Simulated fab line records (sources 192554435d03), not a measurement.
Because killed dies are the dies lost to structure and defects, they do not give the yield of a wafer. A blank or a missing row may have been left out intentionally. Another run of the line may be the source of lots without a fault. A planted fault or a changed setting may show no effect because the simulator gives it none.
Which of the tools did it?    flow n5-finfet    30 wafers from 10 lots sampled at 4 of the route's 1938 steps

## WHAT EACH GAUGE READ, for each wafer
N5_BEOL_M7_CD_MEAS_35 targets a cd of 40 nm. Usual: 39.9 nm for cd-nm, sd 0.55.
lot   measured      on         cd-nm (nm)      flag
L646  day 11 05:05  cd-sem-01  39.9 39.1 39.9  
L641  day 11 05:27  cd-sem-03  39.7 40.1 39.4  
L648  day 11 05:29  cd-sem-02  39.8 40.5 39.7  
L650  day 12 00:07  cd-sem-01  40.2 40.5 40.4  
L651  day 12 00:34  cd-sem-03  40.3 40.7 40.8  
L654  day 13 18:26  cd-sem-01  39.6 39.9 39.4  
L655  day 13 18:29  cd-sem-03  39.8 40.6 39.5  
L658  day 14 03:43  cd-sem-03  40.0 39.0 39.6  
L661  day 15 10:00  cd-sem-01  40.7 40.4 40.3  
L664  day 15 18:54  cd-sem-01  40.3 40.5 40.3  

## EACH LOT AND THE TOOL THAT RAN IT (in order: tool; ch and the chambers of the sampled wafers; start)
lot   N5_BEOL_M7_ETCH_65                  N5_BEOL_M7_ETCH_66                  N5_BEOL_M7_VIA_ETCH_34
L646  rie-diel-04 ch 1,3, day 11 04:33    rie-diel-04 ch 1,3, day 11 04:35    rie-diel-04 ch 1,3, day 11 04:41
L641  rie-diel-06 ch 0,1,2, day 11 04:55  rie-diel-06 ch 0,1,2, day 11 04:57  rie-diel-06 ch 0,1,2, day 11 05:03
L648  rie-diel-04 ch 2,3, day 11 04:57    rie-diel-04 ch 2,3, day 11 04:59    rie-diel-04 ch 2,3, day 11 05:05
L650  rie-diel-04 ch 2,3, day 11 23:35    rie-diel-04 ch 2,3, day 11 23:37    rie-diel-04 ch 2,3, day 11 23:43
L651  rie-diel-04 ch 0,2, day 12 00:01    rie-diel-04 ch 0,2, day 12 00:03    rie-diel-04 ch 0,2, day 12 00:09
L654  rie-diel-06 ch 1,3, day 13 17:55    rie-diel-06 ch 1,3, day 13 17:56    rie-diel-06 ch 1,3, day 13 18:02
L655  rie-diel-04 ch 0,1,2, day 13 17:58  rie-diel-04 ch 0,1,2, day 13 17:59  rie-diel-04 ch 0,1,2, day 13 18:05
L658  rie-diel-04 ch 1,2, day 14 03:11    rie-diel-04 ch 1,2, day 14 03:13    rie-diel-04 ch 1,2, day 14 03:19
L661  rie-diel-04 ch 0,1,2, day 15 09:28  rie-diel-04 ch 0,1,2, day 15 09:29  rie-diel-04 ch 0,1,2, day 15 09:35
L664  rie-diel-06 ch 1,2,3, day 15 18:22  rie-diel-06 ch 1,2,3, day 15 18:24  rie-diel-06 ch 1,2,3, day 15 18:30
- N5_BEOL_M7_ETCH_65: etches SiARC in CF4, target depth 15.6 nm, time 26 s.
- N5_BEOL_M7_ETCH_66: etches SOC in N2/H2, target depth 80 nm, overetch 16 nm, time 120 s.
- N5_BEOL_M7_VIA_ETCH_34: etches SiCOH lowk in C4F6/O2, target depth 125.5 nm, time 50.5 s.

## AS READ BY THE TOOLS THEMSELVES (means over the sampled wafers that have a number; for cases with no such wafer, the mark the record gives instead)
N5_BEOL_M7_ETCH_65. Usual: drypump-motor-current-A 5.8 A, standard deviation 0.35; etch-rf-on-time-s 26.0 s, standard deviation 0.85; oes-product-au 0.70 a.u., standard deviation 0.079; rf-vpp-V 184.4 V, standard deviation 1.1; showerhead-plenum-p-Torr 2.18 Torr, standard deviation 0.071; throttle-valve-pct 15.59 %, standard deviation 0.22.
lot   tool         drypump-motor-current-A (A)  etch-rf-on-time-s (s)  oes-product-au (a.u.)  rf-vpp-V (V)  showerhead-plenum-p-Torr (Torr)  throttle-valve-pct (%)  flag
L646  rie-diel-04  5.5                          25.4                   0.66                   183.7         2.16                             15.54                   
L641  rie-diel-06  5.9                          26.0                   0.73                   184.9         2.23                             15.35                   
L648  rie-diel-04  5.4                          24.8                   0.69                   185.0         2.20                             15.49                   
L650  rie-diel-04  5.4                          25.0                   0.69                   184.7         2.20                             15.51                   
L651  rie-diel-04  5.7                          25.6                   0.72                   185.3         2.26                             15.67                   
L654  rie-diel-06  5.9                          26.6                   0.72                   183.6         2.13                             15.73                   
L655  rie-diel-04  5.8                          25.7                   0.75                   184.0         2.21                             15.56                   
L658  rie-diel-04  5.5                          25.9                   0.69                   184.5         2.20                             15.69                   
L661  rie-diel-04  5.8                          25.4                   0.74                   184.5         2.20                             15.58                   
L664  rie-diel-06  5.9                          26.5                   0.68                   184.4         2.18                             15.60                   

N5_BEOL_M7_ETCH_66. Usual: drypump-motor-current-A 5.8 A, standard deviation 0.35; oes-product-au 0.62 a.u., standard deviation 0.067; rf-vpp-V 525.0 V, standard deviation 2.5; run-length-s 142.9 s, standard deviation 0.43; showerhead-plenum-p-Torr 2.59 Torr, standard deviation 0.088; throttle-valve-pct 17.84 %, standard deviation 0.23.
lot   tool         drypump-motor-current-A (A)  oes-product-au (a.u.)  rf-vpp-V (V)  run-length-s (s)  showerhead-plenum-p-Torr (Torr)  throttle-valve-pct (%)  flag
L646  rie-diel-04  5.5                          0.58                   524.3         142.8             2.56                             17.84                   
L641  rie-diel-06  5.9                          0.66                   527.2         143.4             2.64                             17.54                   
L648  rie-diel-04  5.4                          0.61                   524.8         142.8             2.61                             17.75                   
L650  rie-diel-04  5.4                          0.61                   525.8         142.5             2.61                             17.77                   
L651  rie-diel-04  5.7                          0.64                   527.2         142.7             2.69                             17.87                   
L654  rie-diel-06  5.9                          0.65                   523.7         143.5             2.54                             18.11                   
L655  rie-diel-04  5.9                          0.67                   525.9         142.8             2.63                             17.80                   
L658  rie-diel-04  5.5                          0.62                   525.4         142.9             2.61                             17.86                   
L661  rie-diel-04  5.8                          0.66                   525.3         142.8             2.62                             17.83                   
L664  rie-diel-06  5.9                          0.62                   526.2         143.2             2.60                             17.91                   

N5_BEOL_M7_VIA_ETCH_34. Usual: drypump-motor-current-A 5.8 A, standard deviation 0.36; oes-product-au 0.81 a.u., standard deviation 0.093; rf-vpp-V 670 V, standard deviation 14; run-length-s 73.5 s, standard deviation 0.44; showerhead-plenum-p-Torr 2.90 Torr, standard deviation 0.09; throttle-valve-pct 20.92 %, standard deviation 0.22.
lot   tool         drypump-motor-current-A (A)  oes-product-au (a.u.)  rf-vpp-V (V)  run-length-s (s)  showerhead-plenum-p-Torr (Torr)  throttle-valve-pct (%)  flag
L646  rie-diel-04  5.5                          0.77                   659           73.4              2.87                             20.90                   
L641  rie-diel-06  5.9                          0.85                   668           73.8              2.96                             20.61                   
L648  rie-diel-04  5.4                          0.81                   673           73.2              2.93                             20.85                   
L650  rie-diel-04  5.4                          0.80                   674           73.1              2.93                             20.85                   
L651  rie-diel-04  5.7                          0.83                   690           73.1              2.99                             20.99                   
L654  rie-diel-06  5.9                          0.84                   675           74.0              2.84                             21.13                   
L655  rie-diel-04  5.8                          0.88                   676           73.7              2.94                             20.91                   
L658  rie-diel-04  5.5                          0.81                   677           78.4              2.92                             21.01                   OFF
L661  rie-diel-04  5.8                          0.86                   676           75.2              2.93                             20.94                   OFF
L664  rie-diel-06  5.9                          0.79                   673           73.7              2.89                             20.91                   

## THE ANSWER, worked out from the rows above alone
Rule: lot off if the mean of its wafers having a number is beyond 3 standard deviations from the usual mean. Also off: a lot with no number at a reading for which 4 or more lots have one. The other lots that the step has rows for count as sound. First the gauges in route order, then the tools' own readings, where a lot's mean is used as printed above. At the first step where some lot is off, the reading lying furthest off is the one used; lots without a number count as furthest.
Off: L658, L661 (N5_BEOL_M7_VIA_ETCH_34, run-length-s).
A tool fits if, at that step or a process step before it, it ran every lot that is off, and no sound lot after the first of them. One fits: rie-diel-04 at N5_BEOL_M7_ETCH_65 and N5_BEOL_M7_ETCH_66 and N5_BEOL_M7_VIA_ETCH_34. At N5_BEOL_M7_ETCH_65 its last sound lot is L655 (day 13 17:58), its first lot that is off L658 (day 14 03:11): a fault that began between those two fits.

## WHAT WAS PUT IN BY THE SIMULATOR
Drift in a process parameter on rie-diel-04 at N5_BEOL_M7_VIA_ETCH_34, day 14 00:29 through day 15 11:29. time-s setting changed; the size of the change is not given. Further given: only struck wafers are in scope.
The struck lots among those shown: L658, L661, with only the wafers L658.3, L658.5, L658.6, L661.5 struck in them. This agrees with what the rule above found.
